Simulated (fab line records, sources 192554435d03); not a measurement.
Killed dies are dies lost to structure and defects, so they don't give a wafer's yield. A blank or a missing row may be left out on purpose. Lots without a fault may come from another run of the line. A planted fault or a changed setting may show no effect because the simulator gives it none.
Chamber matching | flow n5_finfet | N5_MOL_CONTACT_COAG_CMP_52 on cmp-01: 4 sister chambers
The step polishes, stops on SiO2, t overpolish 1.5 s, target thk 66.5 nm. 14 wafers are shown with their chamber, then 7 later ones without.

WAFERS WITH THEIR CHAMBER
wafer  | chamber | motor_current_A (A) | time_to_endpoint_s (s) | overpolish_run_s (s)
L074.2 | 3       | 13.4                | 17.6                   | 1.499
L074.3 | 0       | 9.9                 | 13.0                   | 1.499
L074.4 | 2       | 10.8                | 12.7                   | 1.488
L080.2 | 2       | 10.1                | 16.1                   | 1.490
L080.4 | 1       | 13.1                | 16.7                   | 1.509
L080.5 | 2       | 11.2                | 16.9                   | 1.502
L082.1 | 3       | 13.1                | 15.2                   | 1.522
L082.3 | 1       | 13.1                | 12.6                   | 1.504
L082.6 | 1       | 12.7                | 12.8                   | 1.499
L091.2 | 1       | 13.5                | 10.3                   | 1.493
L091.4 | 2       | 11.2                | 8.3                    | 1.492
L091.5 | 1       | 13.6                | 5.0                    | 1.496
L092.1 | 3       | 13.7                | 13.8                   | 1.490
L092.4 | 1       | 13.4                | 11.3                   | 1.495

SIGNATURES (means of the wafers above)
reading            | chamber 0 | chamber 1 | chamber 2 | chamber 3 | scatter within a chamber
motor_current_A    | 9.900     | 13.233    | 10.825    | 13.400    | 0.393
time_to_endpoint_s | 13.000    | 11.450    | 13.500    | 15.533    | 3.56
overpolish_run_s   | 1.49900   | 1.49933   | 1.49300   | 1.50367   | 0.0092
Rule: a wafer's distance from a chamber is the root of the sum, over the readings, of the square of ((its reading less the chamber's mean) divided by the reading's scatter). The wafer belongs to the nearest chamber; if the next one is less than 2 further off, it can't be placed. The scatter: the root of (the sum of the squares of (reading less its chamber's mean) over the shown wafers, divided by (wafers less chambers)).

WAFERS WITHOUT THEIR CHAMBER
wafer  | motor_current_A (A) | time_to_endpoint_s (s) | overpolish_run_s (s)
L092.6 | 9.8                 | 11.5                   | 1.487
L094.1 | 11.1                | 12.6                   | 1.495
L094.2 | 13.5                | 12.6                   | 1.496
L094.5 | 12.9                | 15.1                   | 1.502
L097.2 | 13.8                | 16.0                   | 1.503
L097.3 | 12.9                | 9.5                    | 1.509
L097.6 | 10.1                | 10.7                   | 1.498

WHICH CHAMBER EACH WENT THROUGH
wafer  | from the rows above     | in truth
L092.6 | can't be placed: 0 or 2 | 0
L094.1 | 2                       | 2
L094.2 | can't be placed: 1 or 3 | 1
L094.5 | can't be placed: 3 or 1 | 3
L097.2 | can't be placed: 3 or 1 | 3
L097.3 | can't be placed: 1 or 3 | 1
L097.6 | can't be placed: 0 or 2 | 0
Placed correctly: 1 of 7. Can't be placed from these rows: 6 (the true chamber is among the candidates in 6). Placed wrongly: 0.
